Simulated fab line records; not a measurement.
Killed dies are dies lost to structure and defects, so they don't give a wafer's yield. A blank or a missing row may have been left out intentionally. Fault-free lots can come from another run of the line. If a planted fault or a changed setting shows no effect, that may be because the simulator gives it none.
Matching of chambers / flow n5_finfet / rie_diel-05 running N5_BEOL_M15_ETCH_61: 4 sister chambers
The step etches BARC in N2/H2, target depth 89 nm, overetch 26.7 nm, time 67.9 s. 18 wafers are shown with their chamber, then 9 later ones without.

## WAFERS WITH THEIR CHAMBER
wafer=L076.2; chamber=0; showerhead_plenum_p_Torr (Torr)=2.34; drypump_motor_current_A (A)=5.6; throttle_valve_pct (%)=17.83
wafer=L076.5; chamber=0; showerhead_plenum_p_Torr (Torr)=2.34; drypump_motor_current_A (A)=5.6; throttle_valve_pct (%)=17.83
wafer=L076.6; chamber=3; showerhead_plenum_p_Torr (Torr)=2.60; drypump_motor_current_A (A)=5.8; throttle_valve_pct (%)=17.48
wafer=L075.3; chamber=3; showerhead_plenum_p_Torr (Torr)=2.60; drypump_motor_current_A (A)=5.8; throttle_valve_pct (%)=17.49
wafer=L075.5; chamber=3; showerhead_plenum_p_Torr (Torr)=2.60; drypump_motor_current_A (A)=5.8; throttle_valve_pct (%)=17.49
wafer=L075.6; chamber=2; showerhead_plenum_p_Torr (Torr)=2.67; drypump_motor_current_A (A)=6.7; throttle_valve_pct (%)=17.54
wafer=L077.2; chamber=1; showerhead_plenum_p_Torr (Torr)=2.69; drypump_motor_current_A (A)=6.1; throttle_valve_pct (%)=17.68
wafer=L077.5; chamber=2; showerhead_plenum_p_Torr (Torr)=2.66; drypump_motor_current_A (A)=6.8; throttle_valve_pct (%)=17.55
wafer=L077.6; chamber=1; showerhead_plenum_p_Torr (Torr)=2.69; drypump_motor_current_A (A)=6.1; throttle_valve_pct (%)=17.68
wafer=L079.3; chamber=1; showerhead_plenum_p_Torr (Torr)=2.69; drypump_motor_current_A (A)=6.1; throttle_valve_pct (%)=17.68
wafer=L079.5; chamber=3; showerhead_plenum_p_Torr (Torr)=2.60; drypump_motor_current_A (A)=5.7; throttle_valve_pct (%)=17.53
wafer=L079.6; chamber=2; showerhead_plenum_p_Torr (Torr)=2.66; drypump_motor_current_A (A)=6.7; throttle_valve_pct (%)=17.56
wafer=L081.2; chamber=1; showerhead_plenum_p_Torr (Torr)=2.69; drypump_motor_current_A (A)=6.1; throttle_valve_pct (%)=17.71
wafer=L081.4; chamber=3; showerhead_plenum_p_Torr (Torr)=2.60; drypump_motor_current_A (A)=5.8; throttle_valve_pct (%)=17.52
wafer=L081.6; chamber=2; showerhead_plenum_p_Torr (Torr)=2.66; drypump_motor_current_A (A)=6.8; throttle_valve_pct (%)=17.56
wafer=L084.3; chamber=0; showerhead_plenum_p_Torr (Torr)=2.34; drypump_motor_current_A (A)=5.6; throttle_valve_pct (%)=17.85
wafer=L084.4; chamber=3; showerhead_plenum_p_Torr (Torr)=2.59; drypump_motor_current_A (A)=5.8; throttle_valve_pct (%)=17.53
wafer=L084.5; chamber=3; showerhead_plenum_p_Torr (Torr)=2.60; drypump_motor_current_A (A)=5.8; throttle_valve_pct (%)=17.52

SIGNATURES (means of the wafers above)
reading=showerhead_plenum_p_Torr; chamber 0=2.3400; chamber 1=2.6900; chamber 2=2.6625; chamber 3=2.5986; scatter within a chamber=0.00339
reading=drypump_motor_current_A; chamber 0=5.600; chamber 1=6.100; chamber 2=6.750; chamber 3=5.786; scatter within a chamber=0.0364
reading=throttle_valve_pct; chamber 0=17.8367; chamber 1=17.6875; chamber 2=17.5525; chamber 3=17.5086; scatter within a chamber=0.0167
Rule: distance of a wafer from a chamber = root of the sum over the readings of ((wafer's reading minus chamber's mean) / reading's scatter) squared. The wafer belongs to the nearest chamber; if the next one is less than 2 further off, it can't be placed. The scatter: take each reading less its chamber's mean, square it, sum over the shown wafers, divide by the number of wafers less the number of chambers, and take the root.

## WAFERS MISSING THEIR CHAMBER
wafer=L093.1; showerhead_plenum_p_Torr (Torr)=2.59; drypump_motor_current_A (A)=5.7; throttle_valve_pct (%)=17.11
wafer=L093.5; showerhead_plenum_p_Torr (Torr)=2.65; drypump_motor_current_A (A)=6.8; throttle_valve_pct (%)=17.59
wafer=L093.6; showerhead_plenum_p_Torr (Torr)=2.68; drypump_motor_current_A (A)=6.1; throttle_valve_pct (%)=17.74
wafer=L094.2; showerhead_plenum_p_Torr (Torr)=2.68; drypump_motor_current_A (A)=6.1; throttle_valve_pct (%)=17.75
wafer=L094.3; showerhead_plenum_p_Torr (Torr)=2.59; drypump_motor_current_A (A)=5.8; throttle_valve_pct (%)=17.13
wafer=L094.5; showerhead_plenum_p_Torr (Torr)=2.68; drypump_motor_current_A (A)=6.1; throttle_valve_pct (%)=17.74
wafer=L096.2; showerhead_plenum_p_Torr (Torr)=2.65; drypump_motor_current_A (A)=6.7; throttle_valve_pct (%)=17.62
wafer=L096.3; showerhead_plenum_p_Torr (Torr)=2.68; drypump_motor_current_A (A)=6.1; throttle_valve_pct (%)=17.74
wafer=L096.4; showerhead_plenum_p_Torr (Torr)=2.59; drypump_motor_current_A (A)=5.8; throttle_valve_pct (%)=17.14

## EACH ONE'S CHAMBER
wafer=L093.1; from the rows above=3; in truth=3
wafer=L093.5; from the rows above=2; in truth=2
wafer=L093.6; from the rows above=1; in truth=1
wafer=L094.2; from the rows above=1; in truth=1
wafer=L094.3; from the rows above=3; in truth=3
wafer=L094.5; from the rows above=1; in truth=1
wafer=L096.2; from the rows above=2; in truth=2
wafer=L096.3; from the rows above=1; in truth=1
wafer=L096.4; from the rows above=3; in truth=3
Correct placement for 9 of the 9. Left unplaced by these rows: 0. Wrongly placed: 0.
